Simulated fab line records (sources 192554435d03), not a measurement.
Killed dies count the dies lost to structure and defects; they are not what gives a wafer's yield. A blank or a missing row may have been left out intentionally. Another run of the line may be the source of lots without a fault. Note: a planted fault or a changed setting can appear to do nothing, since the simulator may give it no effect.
Struck lot and sound lot, side by side / flow n5Finfet / 44 out of 1938 route steps
Sound: the wafers L469.2, L469.3, L469.6. Struck: wafers L479.1, L479.5 (left out: L479.6, a lot-mate that was not struck); the cause follows at the end.
Each step with rows lists, per side, the tool, then ch with its chambers, then its first start. Under that, the readings that differ: sound wafers / struck wafers / difference of the means / sigmas: that difference in standard deviations of wafers without a fault.
alike: a reading whose means differ by less than 2 such deviations, as well as words and numbers matching on both sides. not compared: withheld readings; readings where some wafer has no value; bounds like >300 that might hide an equal value; numbers whose values overlap and for which the record gives no deviation.
A row with sigmas, a row that says differs or no value, or rows on one side alone: a step with any of these is where the two part. Non-overlapping numbers with no deviation appear without sigmas and do not part them. A reading that every wafer of one side lacks parts them only if that side has two wafers or more.

first, 3 steps without rows for these wafers: N5_PMOS_HMC_CHANNEL_EPI_PRECLEAN_37 (cleans in O3/DIW, time 45 s); N5_PMOS_HMC_CHANNEL_EPI_PRECLEAN_24 (cleans in DHF, time 30 s); N5_PMOS_HMC_CHANNEL_EPI_SRD_25 (time 30 s).
N5_PMOS_HMC_CHANNEL_EPI_EPI_26: deposits Si from SiH4/H2, target thk 3.8 nm, time 22.7 s.
  sound on epiRpcvd-01 ch 0, day 3 19:55; struck on epiRpcvd-01 ch 0, day 6 09:34
  alike: throttleValvePct
N5_PMOS_HMC_CHANNEL_EPI_INSPECT_30: inspects for defects (darkfield).
  struck on defectInspect-01, day 6 10:02; sound on defectInspect-02, day 3 20:20
  alike: rawDefectCount
then, 5 steps without rows for these wafers: N5_FIN_SAQP_PRECLEAN_42 (cleans in O3/DIW, time 60 s); N5_FIN_SAQP_PRECLEAN_00 (cleans in SC1, time 60 s); N5_FIN_SAQP_PRECLEAN_44 (cleans in SC2, time 45 s); N5_FIN_SAQP_SRD_01 (time 30 s); N5_FIN_SAQP_ALD_61 (deposits SiO2, target thk 4 nm, pulse time 1 s, purge time 2 s).
N5_FIN_SAQP_DENSIFY_62: time 60 s.
  sound on rtpAnneal-01 ch 0, day 3 20:53; struck on rtpAnneal-01 ch 0, day 6 10:26
reading=lampPowerPct (%); sound=9.82 9.85 9.77; struck=9.89 9.98; difference=+0.12; sigmas=+2
  alike: lamp_zone_5_pct, wafer_temp_C_max
N5_FIN_SAQP_HM_DEP_03: deposits SiNx from SiH4/NH3/N2, target thk 38 nm, time 33.6 s.
  sound on pecvd-02 ch 0,1, day 3 21:05; struck on pecvd-03 ch 1,2, day 6 10:39
reading=heaterPowerW (W); sound=889 856 878; struck=620 718; difference=-205; sigmas=-2
reading=model.SiNx_of_FIN_SAQP_HM_DEP_03.thkNm (nm); sound=37.08 37.57 37.91; struck=28.71 29.37; difference=-8.48; sigmas=
  alike: showerheadPlenumPTorr, throttleValvePct
N5_FIN_SAQP_THK_MEAS_05:
  struck on filmMetro-01, day 6 10:44; sound on filmMetro-02, day 3 21:10
reading=thkNm (nm); sound=37.1 37.6 37.8; struck=28.7 29.4; difference=-8.5; sigmas=-17
N5_FIN_SAQP_PECVD_47: deposits a-Si from SiH4/He, target thk 45 nm, time 36.3 s.
  sound on pecvd-02 ch 0,1, day 3 21:12; struck on pecvd-04 ch 1,2, day 6 10:46
  alike: heaterPowerW, showerheadPlenumPTorr, throttleValvePct
then, 2 steps without rows for these wafers: N5_FIN_SAQP_PECVD_48 (deposits SiNx from SiH4/NH3/N2, target thk 25 nm, time 22.1 s); N5_FIN_SAQP_PECVD_06 (deposits a-Si from SiH4/He, target thk 60 nm, time 48.1 s).
N5_FIN_SAQP_THK_MEAS_07:
  struck on filmMetro-02, day 6 10:56; sound on filmMetro-02, day 3 21:22
  alike: thkNm
then, 9 steps without rows for these wafers: N5_FIN_SAQP_HM_DEP_72 (deposits SiO2 from SiH4/N2O, target thk 12 nm, time 7.2 s); N5_FIN_SAQP_COAT_49 (time 60 s, resist thk 100 nm); N5_FIN_SAQP_COAT_50 (time 60 s, resist thk 35 nm); N5_FIN_SAQP_COAT_10 (resist thk 90 nm); N5_FIN_SAQP_EBR_12; N5_FIN_SAQP_SOFTBAKE_11 (time 60 s); N5_FIN_SAQP_EXPOSE_13 (exposes mask FIN CORE, target cd 35.6 nm); N5_FIN_SAQP_PEB_14 (peb time 60 s); N5_FIN_SAQP_DEVELOP_15 (develop time 30 s).
N5_FIN_SAQP_CD_MEAS_16 targets a cd of 35.6 nm.
  sound on cdSem-01 ch 0, day 3 21:52; struck on cdSem-01 ch 0, day 6 11:26
  alike: cdNm
N5_FIN_SAQP_OVL_MEAS_17:
  sound on overlay-02 ch 0, day 3 21:54; struck on overlay-01 ch 0, day 6 11:28
  alike: FIN_CORE_OVL
N5_FIN_SAQP_INSPECT_18: inspects for defects (brightfield).
  struck on defectInspect-01, day 6 11:29; sound on defectInspect-02, day 3 21:55
  alike: rawDefectCount
N5_FIN_SAQP_DESCUM_21: chemistry O2, time 7.9 s.
  sound on rieDiel-04 ch 0,1,3, day 3 21:58; struck on rieDiel-02 ch 0,1, day 6 11:50
  alike: drypumpMotorCurrentA, oesProductAu, rfVppV, showerheadPlenumPTorr, throttleValvePct
  not compared: rfHoursCounterH
then, 10 steps without rows for these wafers: N5_FIN_SAQP_ETCH_51 (etches SiARC in CF4, target depth 45.5 nm, time 75.8 s); N5_FIN_SAQP_ETCH_52 (etches SOC in N2/H2, target depth 100 nm, overetch 20 nm, time 150 s); N5_FIN_SAQP_STRIP_53 (strips in N2/H2); N5_FIN_SAQP_HM_OPEN_73 (chemistry CHF3/O2, target SiO2, stops on a-Si, target depth 12 nm, time 16.8 s); N5_FIN_SAQP_STRIP_74 (strips in CHF3/O2); N5_FIN_SAQP_MANDREL_ETCH_22 (etches a-Si in HBr/Cl2, stops on SiNx, target depth 60 nm, bt time 10 s, time 30 s); N5_FIN_SAQP_STRIP_55 (strips in N2/H2); N5_FIN_SAQP_STRIP_23 (strips in SPM, time 750 s); N5_FIN_SAQP_SRD_66 (time 30 s); N5_FIN_SAQP_RECESS_75 (chemistry HF/NH3, target SiO2, target depth 14.4 nm, afs cycles 3, sublimation time 60 s).
N5_FIN_SAQP_SPACER1_ALD_24: deposits SiO2, target thk 20.3 nm, pulse time 1 s, purge time 2 s.
  sound on aldSin-01 ch 1,2,3, day 3 23:52; struck on aldSin-01 ch 2,3, day 6 12:58
  alike: heaterPowerW, precursorPulseHeightRel
N5_FIN_SAQP_HM_OPEN_33: chemistry CH3F/O2, target SiNx, target depth 49.4 nm, time 70.6 s.
  sound on rieDiel-04 ch 2,3, day 4 03:34; struck on rieDiel-02 ch 1,3, day 6 16:54
reading=etchRfOnTimeS (s); sound=67.1 68.1 69.0; struck=52.0 53.9; difference=-15.1; sigmas=-9
reading=model.etch.depthNm (nm); sound=36.42 36.94 37.28; struck=28.04 28.52; difference=-8.60; sigmas=
  alike: O2_flow_sccm, drypumpMotorCurrentA, oesProductAu, rfVppV, showerheadPlenumPTorr, throttleValvePct
  not compared: rfHoursCounterH
N5_STI_FIN_REVEAL_RECESS_09: chemistry HF/NH3, target SiO2, afs cycles 11, target depth 42.5 nm, sublimation time 60 s.
  sound on vaporEtch-02 ch 0,1, day 4 11:25; struck on vaporEtch-02 ch 0,1, day 7 00:57
reading=model.SiNx_of_FIN_SAQP_HM_DEP_03.thkNm (nm); sound=17.8 17.4 18; struck=8.6 9.2; difference=-8.8; sigmas=
  alike: drypumpMotorCurrentA
-- here the record skips 5 days between the struck wafers' starts before and after, leaving off in module STI_FIN_REVEAL and picking up in module BEOL_M4 (first step shown: number 1111 of the route) --
N5_BEOL_M4_RC_MEAS_101:
  sound on prober-01 ch 0, day 10 03:54; struck on prober-01 ch 0, day 12 10:23
  alike: DIBL_N, DIBL_P, IOFF_N, IOFF_P, ION_N, ION_P, SS_N, SS_P, VT_N, VT_P

WHERE THEY PART
At N5_FIN_SAQP_DENSIFY_62 first; at N5_FIN_SAQP_HM_OPEN_33 last (within this record only). Later steps at which nothing parts them and some readings are alike: N5_STI_FIN_REVEAL_RECESS_09, N5_BEOL_M4_RC_MEAS_101.

WHY: the cause the simulator had injected
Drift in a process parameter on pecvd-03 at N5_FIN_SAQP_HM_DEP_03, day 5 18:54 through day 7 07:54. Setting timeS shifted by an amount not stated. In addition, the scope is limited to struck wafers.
